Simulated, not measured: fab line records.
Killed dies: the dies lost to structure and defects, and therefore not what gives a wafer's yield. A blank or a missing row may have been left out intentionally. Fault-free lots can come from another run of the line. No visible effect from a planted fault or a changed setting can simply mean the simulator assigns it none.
Which tool was responsible? || flow n5-finfet || route of 1938 steps, sampled at 1 step: 12 lots, 36 wafers

== WHAT THE GAUGES SHOWED, per wafer ==
N5_BEOL_M4_THK_MEAS_01.
{"lot": "L074", "measured": "day 7 19:07", "on": "film-metro-02", "M4_ILD_THK (nm)": "77.9 77.3 79.9"}
{"lot": "L077", "measured": "day 8 07:02", "on": "film-metro-01", "M4_ILD_THK (nm)": "76.8 78.2 78.0"}
{"lot": "L079", "measured": "day 9 01:58", "on": "film-metro-02", "M4_ILD_THK (nm)": "76.2 76.3 78.7"}
{"lot": "L080", "measured": "day 9 03:52", "on": "film-metro-01", "M4_ILD_THK (nm)": "78.6 77.9 78.3"}
{"lot": "L084", "measured": "day 10 05:19", "on": "film-metro-02", "M4_ILD_THK (nm)": "75.8 76.5 77.4"}
{"lot": "L085", "measured": "day 10 08:29", "on": "film-metro-02", "M4_ILD_THK (nm)": "78.9 80.6 78.7"}
{"lot": "L087", "measured": "day 10 19:40", "on": "film-metro-02", "M4_ILD_THK (nm)": "77.2 77.6 79.3"}
{"lot": "L089", "measured": "day 11 05:18", "on": "film-metro-02", "M4_ILD_THK (nm)": "81.1 80.6 81.5"}
{"lot": "L091", "measured": "day 11 10:39", "on": "film-metro-02", "M4_ILD_THK (nm)": "77.3 79.6 79.0"}
{"lot": "L092", "measured": "day 12 11:34", "on": "film-metro-02", "M4_ILD_THK (nm)": "79.5 80.9 78.5"}
{"lot": "L094", "measured": "day 12 21:46", "on": "film-metro-01", "M4_ILD_THK (nm)": "78.6 81.3 80.1"}
{"lot": "L097", "measured": "day 13 00:01", "on": "film-metro-01", "M4_ILD_THK (nm)": "78.6 80.0 78.8"}

== WHAT TOOL EACH LOT RAN ON (gives the tool, then ch and the chambers of the sampled wafers, and finally the start) ==
No process step before these readings appears in the record.

== THE ANSWER, worked out from the rows above alone ==
Rule: the usual values come from the lots themselves. The widest of any qualifying gaps counts: lots, ordered by their means at a reading, are off when they make up no more than a third of the lots, leave a main group of 4 or more, and stand apart from it by 3 or more times the standard deviation of that group's means. A main group is skipped when, at the precision printed for the reading in the tables above, its means are all equal. Also off: a lot with no number at a reading for which 4 or more lots have one. Where the step has rows for the other lots, those lots are counted as sound.
No lot is off at any reading shown: from this, nothing can be told.

== WHAT WAS PUT IN BY THE SIMULATOR ==
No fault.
